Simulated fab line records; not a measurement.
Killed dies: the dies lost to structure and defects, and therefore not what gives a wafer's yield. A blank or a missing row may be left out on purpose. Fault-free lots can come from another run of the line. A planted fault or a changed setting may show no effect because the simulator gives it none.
Chamber matching    flow n5-finfet    rie-diel-03 running N5_BEOL_M11_ETCH_65: 4 sister chambers
The step etches SiARC in CF4, target depth 39 nm, time 65 s. 4 wafers are shown with their chamber, then 10 later ones without.

== WAFERS PAIRED WITH THEIR CHAMBERS ==
wafer   chamber  showerhead-plenum-p-Torr (Torr)
L089.4  3        2.26
L089.6  0        2.13
L091.4  1        2.03
L091.5  2        2.14

== WAFERS MISSING THEIR CHAMBER ==
wafer   showerhead-plenum-p-Torr (Torr)
L091.6  2.26
L088.1  2.14
L088.5  2.26
L088.6  2.14
L093.1  2.25
L093.3  2.14
L093.4  2.03
L095.2  2.03
L095.4  2.25
L095.5  2.12

== EACH ONE'S CHAMBER ==
wafer   from the rows above      in truth
L091.6  3                        3
L088.1  can't be placed: 2 or 0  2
L088.5  3                        3
L088.6  can't be placed: 2 or 0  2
L093.1  3                        3
L093.3  can't be placed: 2 or 0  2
L093.4  1                        1
L095.2  1                        1
L095.4  3                        3
L095.5  can't be placed: 0 or 2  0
Correctly placed: 6 of 10. From these rows, 4 cannot be placed; in 4 the true chamber is one of the candidates. 0 placed wrongly.
How it was worked out, from the rows above alone: a wafer's distance from a chamber is the root of the sum, over the readings, of the square of ((its reading less the chamber's mean) divided by the reading's scatter). The wafer belongs to the nearest chamber; if the next one is less than 2 further off, it can't be placed. A chamber's mean is the mean of its shown wafers. The scatter: root of mean squared gap, hidden wafer to nearest shown wafer, with one shown wafer a chamber.
